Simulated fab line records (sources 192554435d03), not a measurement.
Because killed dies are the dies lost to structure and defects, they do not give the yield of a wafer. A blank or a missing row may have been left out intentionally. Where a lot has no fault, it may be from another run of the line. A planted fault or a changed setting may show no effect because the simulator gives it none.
Chamber matching / flow n5-finfet / rie-diel-05 running N5_MIM_BOT_LITHO_DESCUM_10: 4 sister chambers
The step chemistry O2, time 7.9 s. 4 wafers are shown with their chamber, then 7 later ones without.

WAFERS, EACH WITH ITS CHAMBER
wafer=L892.5; chamber=3; throttle-valve-pct (%)=20.54
wafer=L894.2; chamber=2; throttle-valve-pct (%)=20.78
wafer=L897.1; chamber=0; throttle-valve-pct (%)=20.04
wafer=L897.2; chamber=1; throttle-valve-pct (%)=20.15

WAFERS WITH NO CHAMBER GIVEN
wafer=L897.5; throttle-valve-pct (%)=20.04
wafer=L904.1; throttle-valve-pct (%)=20.81
wafer=L904.5; throttle-valve-pct (%)=20.18
wafer=L904.6; throttle-valve-pct (%)=20.82
wafer=L908.3; throttle-valve-pct (%)=20.24
wafer=L908.5; throttle-valve-pct (%)=20.36
wafer=L908.6; throttle-valve-pct (%)=20.23

WHICH CHAMBER EACH ONE RAN IN
wafer=L897.5; from the rows above=can't be placed: 0 or 1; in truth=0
wafer=L904.1; from the rows above=2; in truth=2
wafer=L904.5; from the rows above=can't be placed: 1 or 0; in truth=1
wafer=L904.6; from the rows above=2; in truth=2
wafer=L908.3; from the rows above=can't be placed: 1 or 0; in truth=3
wafer=L908.5; from the rows above=can't be placed: 3 or 1 or 0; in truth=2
wafer=L908.6; from the rows above=can't be placed: 1 or 0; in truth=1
Placed correctly: 2 of 7. Can't be placed from these rows: 5 (the true chamber is among the candidates in 3). Number placed wrongly: 0.
How it was worked out, from the rows above alone: a wafer's distance from a chamber is the root of the sum, over the readings, of the square of ((its reading less the chamber's mean) divided by the reading's scatter). The wafer belongs to the nearest chamber; if the next one is less than 2 further off, it can't be placed. The mean given for a chamber averages the wafers shown for that chamber. The scatter (one wafer shown for each chamber): square how far every hidden wafer sits from the nearest shown wafer, average those squares and take the square root.
